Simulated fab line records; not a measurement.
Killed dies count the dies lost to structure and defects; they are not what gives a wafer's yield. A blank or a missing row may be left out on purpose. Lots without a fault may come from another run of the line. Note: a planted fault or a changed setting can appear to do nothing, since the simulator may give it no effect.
Chamber matching :: flow n5Finfet :: N5_BEOL_M13_TRENCH_ETCH_34 on rieDiel-02 has 4 sister chambers
The step etches SiOC in C4F8/O2/Ar, target depth 413.47 nm, time 162.6 s. 4 wafers are shown with their chamber, then 7 later ones without.

## WAFERS, EACH WITH ITS CHAMBER
wafer: L078.3
chamber: 3
showerheadPlenumPTorr (Torr): 3.32

wafer: L084.1
chamber: 0
showerheadPlenumPTorr (Torr): 3.54

wafer: L086.1
chamber: 1
showerheadPlenumPTorr (Torr): 3.29

wafer: L086.2
chamber: 2
showerheadPlenumPTorr (Torr): 3.37

## WAFERS WITHOUT THEIR CHAMBER
wafer: L086.4
showerheadPlenumPTorr (Torr): 3.54

wafer: L089.1
showerheadPlenumPTorr (Torr): 3.36

wafer: L089.3
showerheadPlenumPTorr (Torr): 3.31

wafer: L089.4
showerheadPlenumPTorr (Torr): 3.29

wafer: L087.1
showerheadPlenumPTorr (Torr): 3.31

wafer: L087.5
showerheadPlenumPTorr (Torr): 3.54

wafer: L087.6
showerheadPlenumPTorr (Torr): 3.31

## EACH ONE'S CHAMBER
wafer: L086.4
from the rows above: 0
in truth: 0

wafer: L089.1
from the rows above: 2
in truth: 2

wafer: L089.3
from the rows above: can't be placed: 3 or 1
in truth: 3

wafer: L089.4
from the rows above: 1
in truth: 1

wafer: L087.1
from the rows above: can't be placed: 3 or 1
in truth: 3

wafer: L087.5
from the rows above: 0
in truth: 0

wafer: L087.6
from the rows above: can't be placed: 3 or 1
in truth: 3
4 of 7 placed correctly. Not placeable from these rows: 3 (in 3, the candidates include the true chamber). Wrongly placed: 0.
How it was worked out, from the rows above alone: a wafer's distance from a chamber is the root of the sum, over the readings, of the square of ((its reading less the chamber's mean) divided by the reading's scatter). If the next closest chamber is less than 2 further off than the closest, the wafer can't be placed; otherwise it belongs to the closest. The mean given for a chamber averages the wafers shown for that chamber. The scatter: root of mean squared gap, hidden wafer to nearest shown wafer, with one shown wafer a chamber.
